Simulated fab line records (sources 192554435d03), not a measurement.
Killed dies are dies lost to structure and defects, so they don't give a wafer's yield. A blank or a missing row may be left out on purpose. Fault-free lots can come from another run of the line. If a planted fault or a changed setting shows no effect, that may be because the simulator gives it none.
fab line records	flow n5_finfet	part 1 of 2: steps 1 to 3 of 6
[record] lots = 24	wafers = 72	last_day = 18
route steps=1938 shown SD_EPI_P@311 SD_ACTIVATION@330 SDB@347 HKMG_FIN@387
lots that met no fault: from a run of the same line without faults
start_h: start of the lot's first displayed wafer, in hours after the record's first day	wait_h: hours since the lot's step before	" identical to the entry in the row above	L1.1+2: several wafers, shown together as one row	- no value, or no start given	* or withheld: withheld	< > ~ a bound
route shown NAME@n: a module of which the file shows steps, and the number in the route of the first	usual: average and standard deviation across the fault-free wafers	same: alike in all rows	chamber/n: place in a boat	sites: the reading at each site	_std_site: the standard deviation of these	_edge_site: inner sites' mean taken away from outer sites' mean	radius_mm: for every site, how far away it sits from the centre of the wafer	mask NAME#n: copy n	behind: the tool/chamber that last shaped the wafer	hold: why the lot went on hold/how many hours it stayed there/how the hold came to an end	device: the n, p or np transistor that did not switch	end of line: the same wafers' tests at the end of the route	where a step has no rows: the recipe by itself	killed: not the wafer's yield, but the dies lost to structure and defects at the first sort	map: dies across one wafer; x = killed, . = not, _ = none there
set.NAME: setting as actually run; set.NAME@STEP: the setting as run at that earlier step	model.NAME: the simulator's own value behind a step, which no gauge read
a sample of lots followed through the steps of the route, with each step as a table and each wafer as a row
services: when a tool's chamber went out of use (start_h, in hours from the record's first day, below 0 if earlier), for how many hours, and the reason
[[steps]]
[step N5_SD_EPI_P_ETCH_47]
[recipe] chemistry = CH3F/O2	target = SiOCN	target_depth_a = 250	mask_material = SOC	ion_energy_ev = 60	bias_w = 29	pressure_mtorr = 30	source_w = 410	Ar_flow_sccm = 150	CH3F_flow_sccm = 30	O2_flow_sccm = 20
[usual] CH3F_flow_sccm = 30.00/0.095	drypump_motor_current_A = 5.5/0.38	oes_f_703_au = 0.78/0.088	oes_product_au = 0.79/0.087	rf_vpp_V = 130/3.6	showerhead_plenum_p_Torr = 2.01/0.064	throttle_valve_pct = 16.35/0.2
lot.wafer	tool	chamber	start_h	wait_h	CH3F_flow_sccm	drypump_motor_current_A	oes_f_703_au	oes_product_au	rf_hours_counter_h	rf_vpp_V	showerhead_plenum_p_Torr	throttle_valve_pct
L074.1	rie_diel-06	2	54.78	0.1	29.99	6.1	0.81	0.82	90	130	2.00	16.14
L074.5	"	3	"	"	30.31	5.2	0.92	0.94	-	135	2.13	15.97
L074.6	"	2	"	"	30.03	6.1	0.80	0.82	-	130	2.00	16.14
L075.3	rie_diel-02	3	61.72	0.1	30.02	5.7	0.95	0.95	9	127	2.11	16.31
L075.4	"	1	"	"	30.02	6.0	0.70	0.76	160	135	1.99	16.37
L075.6	"	3	"	"	30.15	5.7	0.95	0.94	-	127	2.11	16.31
L076.1	rie_diel-06	1	67.37	0.1	30.02	5.4	0.90	0.90	31	128	1.97	16.45
L076.3	"	0	"	"	29.94	5.6	0.78	0.77	123	126	2.10	16.34
L076.5	"	3	"	"	29.89	5.2	0.90	0.93	-	135	2.13	15.98
L077.1	rie_diel-04	3	71.58	0.1	29.95	5.4	0.77	0.75	164	127	2.09	16.41
L077.4	"	1	"	"	30.16	5.0	0.68	0.71	195	134	1.98	16.53
L077.5	"	0	"	"	29.92	5.6	0.87	0.92	-	131	1.98	16.18
L078.1	rie_diel-04	3	78.91	0.1	29.85	5.4	0.77	0.73	166	126	2.08	16.40
L078.3	"	0	"	"	30.06	5.6	0.86	0.91	22	133	1.98	16.18
L078.5	"	3	"	"	29.87	5.4	0.76	0.74	-	127	2.09	16.40
L079.2	rie_diel-02	1	87.35	0.1	29.84	5.9	0.69	0.73	169	136	1.99	16.38
L079.3	"	3	"	"	29.94	5.7	0.93	0.92	16	129	2.11	16.32
L079.6	"	1	"	"	29.87	5.9	0.70	0.75	-	134	1.99	16.39
L080.3	rie_diel-04	3	90.73	0.1	29.96	5.4	0.76	0.74	171	126	2.08	16.40
L080.5	"	3	"	"	30.08	5.4	0.76	0.73	-	125	2.08	16.42
L080.6	"	0	"	"	29.86	5.6	0.85	0.90	-	130	1.98	16.22
L081.1	rie_diel-04	1	97.15	0.1	30.04	5.0	0.68	0.70	201	135	1.98	16.56
L081.3	"	0	"	"	30.02	5.6	0.85	0.89	29	131	1.97	16.20
L081.6	"	2	"	"	30.01	5.7	0.75	0.74	-	125	1.92	16.26
L082.1	rie_diel-04	3	103.71	0.1	29.87	5.4	0.76	0.74	175	126	2.08	16.41
L082.4	"	2	"	"	29.91	5.7	0.75	0.74	143	126	1.92	16.25
L082.5	"	1	"	"	30.07	5.0	0.67	0.70	-	134	1.98	16.55
L083.1	rie_diel-06	3	108.29	0.1	30.05	5.2	0.87	0.89	23	133	2.13	16.02
L083.2	"	2	"	"	30.03	6.1	0.79	0.79	107	129	1.99	16.17
L083.3	"	1	"	"	29.97	5.4	0.88	0.88	43	129	1.96	16.49
L084.2	rie_diel-06	2	119.64	0.1	29.99	6.1	0.79	0.79	111	130	1.99	16.18
L084.4	"	3	"	"	30.06	5.2	0.87	0.89	27	134	2.13	16.03
L084.5	"	2	"	"	30.13	6.1	0.79	0.79	-	129	1.99	16.19
L085.1	rie_diel-06	0	120.34	0.1	30.09	5.6	0.76	0.77	139	127	2.10	16.40
L085.3	"	3	"	"	30.11	5.2	0.86	0.90	27	135	2.13	16.02
L085.6	"	0	"	"	29.92	5.6	0.76	0.76	-	127	2.10	16.37
L086.1	rie_diel-02	0	129.97	0.1	30.08	4.8	0.71	0.70	220	128	2.00	16.73
L086.3	"	0	"	"	30.03	4.8	0.70	0.69	-	130	2.00	16.71
L086.4	"	1	"	"	30.05	6.0	0.67	0.73	-	136	1.98	16.42
L087.1	rie_diel-06	2	135.81	0.1	30.14	6.1	0.79	0.79	115	129	1.99	16.20
L087.2	"	1	"	"	29.94	5.4	0.87	0.88	51	128	1.96	16.49
L087.5	"	2	"	"	29.90	6.1	0.78	0.79	-	129	1.99	16.18
L088.3	rie_diel-06	0	138.44	0.1	29.84	5.6	0.76	0.76	144	125	2.10	16.39
L088.4	"	2	"	"	29.96	6.1	0.78	0.79	116	130	1.99	16.19
L088.5	"	1	"	"	30.06	5.4	0.87	0.88	-	130	1.96	16.50
L089.2	rie_diel-02	2	143.78	0.1	30.01	5.8	1.04	0.98	2	126	1.98	15.96
L089.3	"	3	"	"	30.08	5.7	0.90	0.91	29	129	2.10	16.35
L089.5	"	2	"	"	29.90	5.8	1.04	1.00	-	126	1.98	15.94
L090.2	rie_diel-06	0	151.66	0.1	30.02	5.5	0.75	0.75	148	126	2.09	16.41
L090.5	"	2	"	"	30.06	6.1	0.77	0.78	-	128	1.99	16.20
L090.6	"	3	"	"	29.97	5.2	0.85	0.87	-	135	2.12	16.03
L091.2	rie_diel-04	2	157.26	0.1	29.94	5.7	0.74	0.72	156	125	1.92	16.30
L091.5	"	3	"	"	30.10	5.4	0.74	0.72	-	125	2.08	16.43
L091.6	"	2	"	"	30.22	5.7	0.74	0.72	-	125	1.92	16.28
L092.1	rie_diel-04	2	162.78	0.1	30.05	5.7	0.73	0.74	158	125	1.92	16.27
L092.2	"	3	"	"	29.98	5.4	0.75	0.73	190	124	2.08	16.45
L092.5	"	0	"	"	29.94	5.6	0.82	0.87	-	131	1.97	16.23
L093.3	rie_diel-02	0	171.56	0.1	29.96	4.8	0.70	0.68	231	130	2.00	16.74
L093.4	"	2	"	"	30.09	5.8	1.00	0.94	11	125	1.98	15.98
L093.6	"	1	"	"	30.00	6.0	0.67	0.72	-	135	1.98	16.45
L094.3	rie_diel-04	0	175.64	0.1	29.96	5.6	0.81	0.86	51	131	1.97	16.24
L094.4	"	2	"	"	30.02	5.7	0.73	0.73	163	126	1.91	16.30
L094.5	"	0	"	"	29.86	5.6	0.82	0.86	-	131	1.97	16.24
L095.1	rie_diel-02	3	184.03	0.1	30.20	5.7	0.88	0.90	40	129	2.10	16.36
L095.4	"	0	"	"	29.95	4.7	0.70	0.69	235	130	2.00	16.74
L095.6	"	0	"	"	29.93	4.8	0.69	0.69	-	129	2.00	16.77
L096.2	rie_diel-04	1	187.53	0.1	29.99	5.0	0.66	0.68	228	135	1.97	16.59
L096.3	"	2	"	"	29.89	5.7	0.72	0.72	166	125	1.91	16.30
L096.4	"	3	"	"	30.07	5.4	0.74	0.71	198	124	2.07	16.45
L097.1	rie_diel-02	3	196.66	0.1	29.93	5.7	0.88	0.88	44	127	2.10	16.36
L097.3	"	1	"	"	30.12	5.9	0.67	0.71	207	135	1.98	16.45
L097.6	"	3	"	"	29.92	5.7	0.87	0.88	-	129	2.10	16.36
[step N5_SD_EPI_P_ETCH_16]
[recipe] chemistry = CHF3/O2	target = SiO2	target_depth_a = 50	mask_material = SOC	pressure_mtorr = 30	source_w = 650	bias_w = 170	Ar_flow_sccm = 200	CHF3_flow_sccm = 50	O2_flow_sccm = 5	ion_energy_ev = 200
[usual] drypump_motor_current_A = 5.5/0.38	oes_f_703_au = 0.79/0.088	oes_product_au = 0.79/0.087	rf_vpp_V = 535/16	showerhead_plenum_p_Torr = 2.42/0.077	throttle_valve_pct = 18.93/0.2
lot.wafer	tool	chamber	start_h	wait_h	drypump_motor_current_A	oes_f_703_au	oes_product_au	rf_hours_counter_h	rf_vpp_V	showerhead_plenum_p_Torr	throttle_valve_pct
L074.1	rie_diel-06	2	54.88	0.1	6.1	0.82	0.82	90	533	2.40	18.67
L074.5	"	3	"	"	5.2	0.91	0.94	-	557	2.57	18.61
L074.6	"	2	"	"	6.1	0.82	0.81	-	531	2.40	18.67
L075.3	rie_diel-02	3	61.82	0.1	5.7	0.96	0.93	9	525	2.53	18.90
L075.4	"	1	"	"	6.0	0.72	0.74	160	561	2.40	18.92
L075.6	"	3	"	"	5.7	0.96	0.94	-	524	2.53	18.89
L076.1	rie_diel-06	1	67.47	0.1	5.4	0.90	0.90	31	530	2.37	19.05
L076.3	"	0	"	"	5.6	0.77	0.77	123	516	2.53	18.96
L076.5	"	3	"	"	5.2	0.90	0.92	-	556	2.57	18.63
L077.1	rie_diel-04	3	71.68	0.1	5.4	0.76	0.75	164	520	2.52	19.00
L077.4	"	1	"	"	5.0	0.68	0.70	195	554	2.38	19.09
L077.5	"	0	"	"	5.7	0.88	0.92	-	541	2.38	18.76
L078.1	rie_diel-04	3	79.01	0.1	5.4	0.76	0.74	166	518	2.51	19.00
L078.3	"	0	"	"	5.6	0.88	0.90	22	541	2.38	18.78
L078.5	"	3	"	"	5.4	0.76	0.75	-	517	2.51	19.00
L079.2	rie_diel-02	1	87.45	0.1	6.0	0.71	0.74	169	561	2.39	18.92
L079.3	"	3	"	"	5.7	0.95	0.94	16	526	2.53	18.90
L079.6	"	1	"	"	6.0	0.71	0.73	-	561	2.39	18.93
L080.3	rie_diel-04	3	90.83	0.1	5.4	0.75	0.74	171	518	2.51	19.02
L080.5	"	3	"	"	5.4	0.75	0.74	-	517	2.51	19.01
L080.6	"	0	"	"	5.6	0.87	0.90	-	540	2.38	18.79
L081.1	rie_diel-04	1	97.25	0.1	5.0	0.68	0.70	201	553	2.38	19.11
L081.3	"	0	"	"	5.6	0.87	0.90	29	540	2.38	18.80
L081.6	"	2	"	"	5.7	0.75	0.74	-	517	2.31	18.77
L082.1	rie_diel-04	3	103.81	0.1	5.4	0.75	0.74	175	518	2.51	19.04
L082.4	"	2	"	"	5.7	0.75	0.74	143	515	2.31	18.76
L082.5	"	1	"	"	5.0	0.68	0.70	-	553	2.38	19.10
L083.1	rie_diel-06	3	108.39	0.1	5.2	0.86	0.88	23	556	2.56	18.64
L083.2	"	2	"	"	6.1	0.80	0.80	107	531	2.39	18.70
L083.3	"	1	"	"	5.4	0.88	0.88	43	527	2.36	19.08
L084.2	rie_diel-06	2	119.74	0.1	6.0	0.80	0.80	111	531	2.39	18.70
L084.4	"	3	"	"	5.2	0.86	0.88	27	555	2.56	18.65
L084.5	"	2	"	"	6.1	0.81	0.80	-	532	2.39	18.71
L085.1	rie_diel-06	0	120.44	0.1	5.6	0.76	0.76	139	518	2.52	18.97
L085.3	"	3	"	"	5.2	0.85	0.89	27	555	2.56	18.67
L085.6	"	0	"	"	5.6	0.75	0.76	-	516	2.52	18.98
L086.1	rie_diel-02	0	130.12	0.1	4.8	0.70	0.70	220	535	2.41	19.33
L086.3	"	0	"	"	4.8	0.70	0.70	-	535	2.41	19.31
L086.4	"	1	"	"	6.0	0.70	0.73	-	561	2.39	18.97
L087.1	rie_diel-06	2	135.91	0.1	6.1	0.79	0.80	115	530	2.39	18.71
L087.2	"	1	"	"	5.4	0.87	0.88	51	528	2.36	19.10
L087.5	"	2	"	"	6.1	0.80	0.79	-	531	2.39	18.70
L088.3	rie_diel-06	0	138.54	0.1	5.6	0.76	0.76	144	516	2.52	18.99
L088.4	"	2	"	"	6.1	0.79	0.79	116	530	2.39	18.72
L088.5	"	1	"	"	5.4	0.87	0.88	-	529	2.36	19.10
L089.2	rie_diel-02	2	143.88	0.1	5.8	1.01	0.99	2	518	2.39	18.62
L089.3	"	3	"	"	5.7	0.93	0.92	29	524	2.52	18.93
L089.5	"	2	"	"	5.8	1.02	0.99	-	518	2.39	18.61
L090.2	rie_diel-06	0	151.76	0.1	5.6	0.74	0.75	148	518	2.52	19.01
L090.5	"	2	"	"	6.1	0.79	0.78	-	531	2.39	18.73
L090.6	"	3	"	"	5.2	0.84	0.87	-	556	2.56	18.67
L091.2	rie_diel-04	2	157.36	0.1	5.7	0.75	0.72	156	514	2.30	18.78
L091.5	"	3	"	"	5.4	0.74	0.73	-	516	2.51	19.04
L091.6	"	2	"	"	5.7	0.75	0.72	-	515	2.30	18.80
L092.1	rie_diel-04	2	162.88	0.1	5.7	0.74	0.73	158	518	2.30	18.79
L092.2	"	3	"	"	5.4	0.74	0.73	190	517	2.51	19.05
L092.5	"	0	"	"	5.6	0.84	0.87	-	540	2.37	18.83
L093.3	rie_diel-02	0	171.66	0.1	4.8	0.69	0.69	231	535	2.41	19.34
L093.4	"	2	"	"	5.8	0.99	0.96	11	518	2.39	18.62
L093.6	"	1	"	"	5.9	0.69	0.72	-	560	2.38	18.98
L094.3	rie_diel-04	0	175.74	0.1	5.7	0.83	0.87	51	539	2.37	18.81
L094.4	"	2	"	"	5.7	0.74	0.73	163	516	2.30	18.81
L094.5	"	0	"	"	5.6	0.84	0.87	-	541	2.37	18.82
L095.1	rie_diel-02	3	184.13	0.1	5.7	0.90	0.89	40	525	2.52	18.94
L095.4	"	0	"	"	4.8	0.69	0.69	235	535	2.41	19.37
L095.6	"	0	"	"	4.8	0.69	0.69	-	536	2.41	19.35
L096.2	rie_diel-04	1	187.63	0.1	5.0	0.66	0.68	228	554	2.37	19.15
L096.3	"	2	"	"	5.7	0.74	0.72	166	514	2.30	18.80
L096.4	"	3	"	"	5.4	0.73	0.72	198	517	2.50	19.05
L097.1	rie_diel-02	3	196.76	0.1	5.7	0.89	0.88	44	523	2.52	18.94
L097.3	"	1	"	"	6.0	0.68	0.71	207	559	2.38	19.00
L097.6	"	3	"	"	5.7	0.89	0.88	-	524	2.52	18.95
[step N5_SD_ACTIVATION_RTA_00]
[recipe] temp_c = 975	time_s = 0	ambient = N2	idle_temp_c = 600	ramp_up_c_per_s = 150	ramp_down_c_per_s = 60	cool_to_c = 600
[usual] lamp_power_pct = 8.96/0.05	lamp_zone_6_pct = 8.880/0.024	wafer_temp_C_max = 975.2/1.8
lot.wafer	tool	chamber	start_h	wait_h	lamp_power_pct	lamp_zone_6_pct	wafer_temp_C_max
L074.1	rtp_anneal-02	0	58.12	0.1	9.00	8.888	973.3
L074.5	"	0	"	"	8.95	8.872	977.5
L074.6	"	0	"	"	9.00	8.887	974.8
L075.3	rtp_anneal-02	0	65.16	0.1	8.97	8.883	978.4
L075.4	"	0	"	"	9.00	8.887	975.5
L075.6	"	0	"	"	8.99	8.891	974.9
L076.1	rtp_anneal-02	0	70.75	0.2	8.97	8.898	975.7
L076.3	"	0	"	"	8.98	8.831	976.9
L076.5	"	0	"	"	8.93	8.869	976.7
L077.1	rtp_anneal-01	0	74.81	0.0	8.99	8.873	976.8
L077.4	"	0	"	"	9.09	8.877	974.7
L077.5	"	0	"	"	8.94	8.835	975.3
L078.1	rtp_anneal-01	0	82.22	0.1	8.94	8.852	974.7
L078.3	"	0	"	"	8.96	8.849	972.3
L078.5	"	0	"	"	8.98	8.869	973.0
L079.2	rtp_anneal-01	0	90.60	0.1	9.02	8.789	975.9
L079.3	"	0	"	"	9.00	8.889	972.9
L079.6	"	0	"	"	8.94	8.889	975.0
L080.3	rtp_anneal-02	0	94.03	0.1	8.96	8.853	974.9
L080.5	"	0	"	"	8.99	8.870	976.0
L080.6	"	0	"	"	9.06	8.839	975.4
L081.1	rtp_anneal-02	0	101.23	0.0	9.05	8.890	975.7
L081.3	"	0	"	"	9.03	8.901	975.5
L081.6	"	0	"	"	8.91	8.894	974.6
L082.1	rtp_anneal-02	0	106.94	0.0	8.94	8.875	975.6
L082.4	"	0	"	"	8.92	8.869	974.4
L082.5	"	0	"	"	8.96	8.892	974.7
L083.1	rtp_anneal-02	0	111.54	0.0	8.94	8.876	975.6
L083.2	"	0	"	"	9.05	8.878	974.5
L083.3	"	0	"	"	9.03	8.862	978.0
L084.2	rtp_anneal-01	0	123.83	0.1	8.94	8.879	972.1
L084.4	"	0	"	"	8.89	8.907	974.4
L084.5	"	0	"	"	8.98	8.872	974.8
L085.1	rtp_anneal-02	0	124.53	0.0	8.93	8.846	974.1
L085.3	"	0	"	"	8.89	8.865	972.8
L085.6	"	0	"	"	8.88	8.902	975.1
L086.1	rtp_anneal-02	0	134.12	0.0	8.93	8.846	975.7
L086.3	"	0	"	"	8.89	8.871	977.7
L086.4	"	0	"	"	8.90	8.852	973.3
L087.1	rtp_anneal-01	0	139.18	0.0	8.99	8.866	975.8
L087.2	"	0	"	"	9.06	8.861	975.2
L087.5	"	0	"	"	9.00	8.930	981.7
L088.3	rtp_anneal-02	0	141.76	0.1	8.88	8.862	977.2
L088.4	"	0	"	"	8.89	8.884	978.4
L088.5	"	0	"	"	9.04	8.871	977.1
L089.2	rtp_anneal-02	0	148.01	0.1	8.97	8.864	974.1
L089.3	"	0	"	"	8.99	8.895	972.4
L089.5	"	0	"	"	8.92	8.915	975.7
L090.2	rtp_anneal-02	0	155.94	0.2	8.93	8.924	975.9
L090.5	"	0	"	"	8.95	8.847	975.7
L090.6	"	0	"	"	8.97	8.834	974.8
L091.2	rtp_anneal-01	0	160.52	0.1	8.91	8.898	974.1
L091.5	"	0	"	"	9.06	8.895	977.1
L091.6	"	0	"	"	8.96	8.900	976.3
L092.1	rtp_anneal-02	0	166.05	0.0	8.97	8.903	974.7
L092.2	"	0	"	"	9.01	8.880	974.9
L092.5	"	0	"	"	8.91	8.885	974.5
L093.3	rtp_anneal-01	0	174.85	0.1	8.90	8.905	973.8
L093.4	"	0	"	"	8.97	8.904	976.6
L093.6	"	0	"	"	8.97	8.880	977.4
L094.3	rtp_anneal-02	0	178.93	0.1	8.94	8.929	974.1
L094.4	"	0	"	"	8.95	8.907	974.6
L094.5	"	0	"	"	8.95	8.897	973.3
L095.1	rtp_anneal-02	0	187.26	0.0	8.94	8.853	974.9
L095.4	"	0	"	"	8.98	8.914	976.6
L095.6	"	0	"	"	9.04	8.899	975.1
L096.2	rtp_anneal-02	0	190.78	0.1	8.96	8.907	974.6
L096.3	"	0	"	"	8.98	8.882	976.5
L096.4	"	0	"	"	9.00	8.884	971.5
L097.1	rtp_anneal-02	0	201.84	0.0	8.91	8.894	971.5
L097.3	"	0	"	"	8.93	8.876	976.1
L097.6	"	0	"	"	8.97	8.885	977.1
